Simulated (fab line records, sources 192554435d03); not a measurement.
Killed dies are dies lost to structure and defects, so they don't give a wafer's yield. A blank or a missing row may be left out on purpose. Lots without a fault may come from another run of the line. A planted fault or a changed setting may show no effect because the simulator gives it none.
Which tool did it? | flow n5_finfet | 11 lots, 33 wafers sampled, at 4 steps of a route of 1938

WHAT THE GAUGES READ, wafer by wafer
N5_BEOL_M15_OVL_MEAS_29.
lot  | measured     | on         | M15_OVL (nm)
L672 | day 11 15:52 | overlay-02 | -8 -10 -10
L673 | day 11 21:39 | overlay-02 | -3 -7 -16
L674 | day 12 11:16 | overlay-01 | -1 -5 0
L677 | day 13 06:13 | overlay-01 | -12 -6 -8
L675 | day 13 08:23 | overlay-01 | -2 -4 0
L686 | day 15 17:48 | overlay-01 | -5 -1 -7
L692 | day 16 12:46 | overlay-01 | 3 7 -2
L690 | day 16 13:47 | overlay-02 | -3 1 3
L694 | day 17 09:23 | overlay-02 | 1 13 7
L695 | day 17 13:54 | overlay-02 | -5 -7 -4
L693 | day 17 18:13 | overlay-01 | 0 0 -11

N5_BEOL_M15_INSPECT_30: inspects for defects (macro).
lot  | measured     | on                | raw_defect_count
L672 | day 11 15:53 | defect_inspect-02 | 5 1 5
L673 | day 11 21:40 | defect_inspect-01 | 4 4 3
L674 | day 12 11:17 | defect_inspect-01 | 3 1 2
L677 | day 13 06:15 | defect_inspect-02 | 5 1 3
L675 | day 13 08:25 | defect_inspect-01 | 271 6 1
L686 | day 15 17:49 | defect_inspect-01 | 2 2 3
L692 | day 16 12:47 | defect_inspect-02 | 2 6 1
L690 | day 16 13:49 | defect_inspect-01 | 0 1 2
L694 | day 17 09:25 | defect_inspect-02 | 3 3 2
L695 | day 17 13:56 | defect_inspect-02 | 4 4 3
L693 | day 17 18:14 | defect_inspect-02 | 4 3 3

WHICH TOOL RAN EACH LOT (tool, then ch and the chambers of the sampled wafers, then the start)
lot  | N5_BEOL_M15_STRIP_64                          | N5_BEOL_M15_STRIP_65
L672 | rie_diel-02 ch 0,1,2, day 11 14:53 or earlier | wet_bench-03 ch 2,6,7, day 11 14:53
L673 | rie_diel-03 ch 0,1,2, day 11 20:41 or earlier | wet_bench-05 ch 2,4,5, day 11 20:41
L674 | rie_diel-01 ch 1,2,3, day 12 10:15 or earlier | wet_bench-06 ch 0,1,4, day 12 10:15
L677 | rie_diel-02 ch 0,1,3, day 13 05:08 or earlier | wet_bench-03 ch 1,6,7, day 13 05:08
L675 | rie_diel-01 ch 0,1,2, day 13 07:26 or earlier | wet_bench-03 ch 2,4,6, day 13 07:26
L686 | rie_diel-03 ch 0,2,3, day 15 16:35 or earlier | wet_bench-05 ch 2,5,6, day 15 16:35
L692 | rie_diel-02 ch 2,3, day 16 11:40 or earlier   | wet_bench-06 ch 3,4,6, day 16 11:40
L690 | rie_diel-01 ch 1,2, day 16 12:50 or earlier   | wet_bench-05 ch 0,5,6, day 16 12:50
L694 | rie_diel-02 ch 0,3, day 17 08:25 or earlier   | wet_bench-03 ch 0,5,6, day 17 08:25
L695 | rie_diel-03 ch 0,1,2, day 17 12:38 or earlier | wet_bench-03 ch 1,4,7, day 17 12:38
L693 | rie_diel-02 ch 0,2,3, day 17 17:07 or earlier | wet_bench-05 ch 0,6,7, day 17 17:07
- N5_BEOL_M15_STRIP_64: strips in O2.
- N5_BEOL_M15_STRIP_65: strips in post etch residue remover, time 60 s.

WHAT THE TOOLS THEMSELVES READ (means of the sampled wafers that have a number; where no wafer has one, the mark that the record gives instead)
N5_BEOL_M15_STRIP_64.
lot  | tool        | chamber_pressure_mTorr (mTorr) | drypump_motor_current_A (A) | oes_product_au (a.u.) | rf_vpp_V (V) | showerhead_plenum_p_Torr (Torr) | throttle_valve_pct (%)
L672 | rie_diel-02 | 29.979                         | 5.4                         | 0.72                  | 3.8          | 1.99                            | 16.77
L673 | rie_diel-03 | 29.973                         | 5.7                         | 0.72                  | 3.7          | 2.11                            | 16.82
L674 | rie_diel-01 | 29.999                         | 5.3                         | 0.82                  | 3.5          | 2.17                            | 16.79
L677 | rie_diel-02 | 30.002                         | 5.3                         | 0.74                  | 3.9          | 2.08                            | 16.65
L675 | rie_diel-01 | 30.002                         | 5.6                         | 0.79                  | 4.2          | 2.20                            | 16.78
L686 | rie_diel-03 | 29.994                         | 5.8                         | 0.71                  | 3.8          | 2.13                            | 16.81
L692 | rie_diel-02 | 29.992                         | 5.9                         | 0.75                  | 3.9          | 2.01                            | 16.93
L690 | rie_diel-01 | 29.995                         | 5.5                         | 0.81                  | 2.7          | 2.21                            | 16.83
L694 | rie_diel-02 | 30.033                         | 5.5                         | 0.74                  | 3.3          | 2.14                            | 16.75
L695 | rie_diel-03 | 30.037                         | 5.6                         | 0.70                  | 3.4          | 2.09                            | 16.90
L693 | rie_diel-02 | 29.971                         | 5.7                         | 0.73                  | 3.4          | 2.05                            | 16.91

THE ANSWER, worked out from the rows above alone
Rule: what is usual is taken from the lots themselves. Put in order of their means at a reading, lots are off if they are a third of the lots or fewer, leave a main group of 4 or more, and stand apart from it by a gap of 3 or more times the standard deviation of the main group's means; of several such gaps the widest counts. A main group whose means are all the same, to the digits that the tables above print for the reading, isn't used. A lot without any number at a reading at which 4 lots or more have one is off too. The other lots that the step has rows for count as sound. The gauges are gone through in route order, then the tools' own readings, and for those a lot's mean is taken as printed above. The first step at which some lot is off is used, and at that step the reading that is off furthest; a lot without a number counts as furthest.
Off: L675, at N5_BEOL_M15_INSPECT_30 (raw_defect_count). The main group: mean 2.8, standard deviation 0.82.
A tool fits if, at a process step before that reading, it ran every lot that is off, and no sound lot after the first of them. The gauges at N5_BEOL_M15_INSPECT_30 are tried like those tools. N5_BEOL_M15_STRIP_64 gives no start for some lots, so the hours and the order of its lots are those of N5_BEOL_M15_STRIP_65. None of those tried fits.

WHAT THE SIMULATOR HAD PUT IN
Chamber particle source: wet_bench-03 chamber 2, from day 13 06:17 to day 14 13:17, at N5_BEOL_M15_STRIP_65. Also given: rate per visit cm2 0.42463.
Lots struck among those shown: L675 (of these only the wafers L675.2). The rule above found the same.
